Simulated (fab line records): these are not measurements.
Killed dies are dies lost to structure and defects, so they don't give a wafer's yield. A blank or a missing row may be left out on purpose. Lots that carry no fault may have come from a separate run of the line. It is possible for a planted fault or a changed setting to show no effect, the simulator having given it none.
A lot that was struck, set against a sound lot + flow n5Finfet + 39 out of 1938 route steps
Sound: these wafers, L966.4, L966.5, L966.6. Struck: wafers L960.1, L960.6. (L960.4 of the same lot was not struck and is left out.) The cause comes at the end.
Each step with rows lists, per side, the tool, then ch with its chambers, then its first start. Under that, the readings that differ: sound wafers + struck wafers + difference of the means + sigmas: that difference in standard deviations of wafers without a fault.
alike: readings whose means differ by less than 2 such deviations, and words and numbers that are the same on both sides. not compared: withheld readings, readings that some wafer has no value for, bounds like >300 that may hide the same value, and numbers for which the record gives no deviation and whose values overlap.
Wherever a step has rows on one side only, a row that says differs or no value, or a row with sigmas, the two part there. Non-overlapping numbers with no deviation appear without sigmas and do not part them. Lack of a reading on every wafer of one side parts them only where that side has two or more wafers.

first, 9 steps without rows for these wafers: N5_MOL_CONTACT_COAG_SOFTBAKE_79 (time 60 s); N5_MOL_CONTACT_COAG_EXPOSE_81 (exposes mask VG, defocus 0 nm); N5_MOL_CONTACT_COAG_PEB_82 (peb time 60 s); N5_MOL_CONTACT_COAG_DEVELOP_83 (develop time 30 s); N5_MOL_CONTACT_COAG_DESCUM_88 (chemistry O2, time 7 s); N5_MOL_CONTACT_COAG_ETCH_89 (etches underlayer in N2/H2, target depth 13 nm, time 10.4 s); N5_MOL_CONTACT_COAG_ETCH_90 (etches SiARC in CF4, target depth 13 nm, time 21.7 s); N5_MOL_CONTACT_COAG_ALD_131 (deposits SiO2, target thk 5 nm, pulse time 1 s, co reactant pulse time 1 s); N5_MOL_CONTACT_COAG_ETCHBACK_132 (etches SiO2 in CHF3, target depth 10 nm, time 6.7 s).
N5_MOL_CONTACT_COAG_ETCH_91: etches SOC in N2/H2, target depth 60 nm, overetch 21 nm, time 101.2 s.
  sound on rieDiel-04 ch 2,3, day 10 04:29; struck on rieDiel-04 ch 1, day 8 18:07
| reading                                            | sound             | struck      | difference | sigmas |
|----------------------------------------------------|-------------------|-------------|------------|--------|
| oesProductAu (a.u.)                                | 0.70 0.69 0.69    | 0.88 0.89   | +0.19      | +3     |
| model.etch.depthNm (nm)                            | 60.09 60.01 59.97 | 58.81 58.28 | -1.48      |        |
| model.SiARC_of_MOL_CONTACT_COAG_COAT_76.thkNm (nm) | 5.8 5.8 5.8       | 7 7         | +1         |        |
  alike: chamberPressureMTorr, drypumpMotorCurrentA, rfVppV, showerheadPlenumPTorr, throttleValvePct
  not compared: rfHoursCounterH
then, 6 steps without rows for these wafers: N5_MOL_CONTACT_COAG_STRIP_92 (strips in N2/H2); N5_MOL_CONTACT_COAG_STRIP_93 (strips in N2/H2); N5_MOL_CONTACT_COAG_ETCHBACK_135 (etches SiO2 in CHF3, target depth 25 nm, time 16.7 s); N5_MOL_CONTACT_COAG_STRIP_118 (strips in CHF3); N5_MOL_CONTACT_COAG_VIA_ETCH_46 (etches SiO2 in C4F6/O2, target depth 46 nm, overetch 9.2 nm, time 40 s); N5_MOL_CONTACT_COAG_STRIP_96 (strips in N2/H2).
N5_MOL_CONTACT_COAG_ETCH_47: etches SiNx in CH3F/O2, stops on W, target depth 27 nm.
  sound on rieDiel-04 ch 2,3, day 10 04:50; struck on rieDiel-04 ch 1, day 8 18:20
| reading             | sound          | struck    | difference | sigmas |
|---------------------|----------------|-----------|------------|--------|
| oesProductAu (a.u.) | 0.75 0.74 0.75 | 0.52 0.45 | -0.26      | -4     |
  alike: chamberPressureMTorr, drypumpMotorCurrentA, etchRfOnTimeS, rfVppV, showerheadPlenumPTorr, throttleValvePct
  not compared: rfHoursCounterH
then, 18 steps without rows for these wafers: N5_MOL_CONTACT_COAG_STRIP_119 (strips in N2/H2, time 30 s); N5_MOL_CONTACT_COAG_PRECLEAN_144 (cleans in alkaline clean, time 60 s); N5_MOL_CONTACT_COAG_SRD_145 (time 30 s); N5_MOL_CONTACT_COAG_COAT_62 (time 60 s, resist thk 60 nm); N5_MOL_CONTACT_COAG_COAT_63 (time 60 s, resist thk 10 nm); N5_MOL_CONTACT_COAG_COAT_64 (time 60 s, resist thk 10 nm); N5_MOL_CONTACT_COAG_COAT_34 (resist thk 40 nm); N5_MOL_CONTACT_COAG_EBR_36; N5_MOL_CONTACT_COAG_SOFTBAKE_35 (time 60 s); N5_MOL_CONTACT_COAG_EXPOSE_37 (exposes mask VD, defocus 0 nm); N5_MOL_CONTACT_COAG_PEB_38 (peb time 60 s); N5_MOL_CONTACT_COAG_DEVELOP_39 (develop time 30 s); N5_MOL_CONTACT_COAG_DESCUM_45 (chemistry O2, time 7 s); N5_MOL_CONTACT_COAG_ETCH_65 (etches underlayer in N2/H2, target depth 13 nm, time 10.4 s); N5_MOL_CONTACT_COAG_ETCH_66 (etches SiARC in CF4, target depth 13 nm, time 21.7 s); N5_MOL_CONTACT_COAG_ALD_133 (deposits SiO2, target thk 5 nm, pulse time 1 s, co reactant pulse time 1 s); N5_MOL_CONTACT_COAG_ETCHBACK_134 (etches SiO2 in CHF3, target depth 10 nm, time 6.7 s); N5_MOL_CONTACT_COAG_ETCH_67 (etches SOC in N2/H2, target depth 60 nm, overetch 21 nm, time 101.2 s).
N5_MOL_CONTACT_COAG_ETCH_124: etches SiNx in CH3F/O2, stops on SiOC, target depth 6.5 nm.
  sound on rieDiel-04 ch 1,2,3, day 10 06:07; struck on rieDiel-04 ch 1,2, day 8 19:43
| reading             | sound          | struck    | difference | sigmas |
|---------------------|----------------|-----------|------------|--------|
| oesProductAu (a.u.) | 0.72 0.71 0.74 | 0.49 0.44 | -0.26      | -4     |
  alike: chamberPressureMTorr, drypumpMotorCurrentA, rfVppV, showerheadPlenumPTorr, throttleValvePct
  not compared: rfHoursCounterH
N5_MOL_CONTACT_COAG_ETCH_48: etches SiOC in C4F6/O2, target depth 15 nm, overetch 4.5 nm, time 17 s.
  sound on rieDiel-04 ch 1,2,3, day 10 06:10; struck on rieDiel-04 ch 1,2, day 8 19:45
| reading             | sound          | struck    | difference | sigmas |
|---------------------|----------------|-----------|------------|--------|
| oesProductAu (a.u.) | 0.73 0.69 0.73 | 0.50 0.45 | -0.24      | -3     |
  alike: chamberPressureMTorr, drypumpMotorCurrentA, rfVppV, showerheadPlenumPTorr, throttleValvePct
  not compared: rfHoursCounterH
N5_BEOL_M4_RC_MEAS_101:
  the record has rows for the sound wafers here (prober-02 ch 0, day 13 16:12) and none for the struck ones
-- a jump in the record: the struck wafers' starts before and after are 8 days apart (it breaks off in module BEOL_M4 and resumes in module PASSIVATION, where the first step shown is number 1936 of the route) --
N5_PASSIVATION_PROBE_49:
  record: rows for the struck wafers here (prober-02, day 16 10:53), none for the sound ones

## WHERE THEY PART
Earliest at N5_MOL_CONTACT_COAG_ETCH_91; latest, in this record, at N5_PASSIVATION_PROBE_49.

WHY: the cause the simulator had injected
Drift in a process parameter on rieDiel-04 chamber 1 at N5_MOL_CONTACT_COAG_ETCH_91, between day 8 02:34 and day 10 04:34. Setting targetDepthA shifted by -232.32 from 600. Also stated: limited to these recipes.
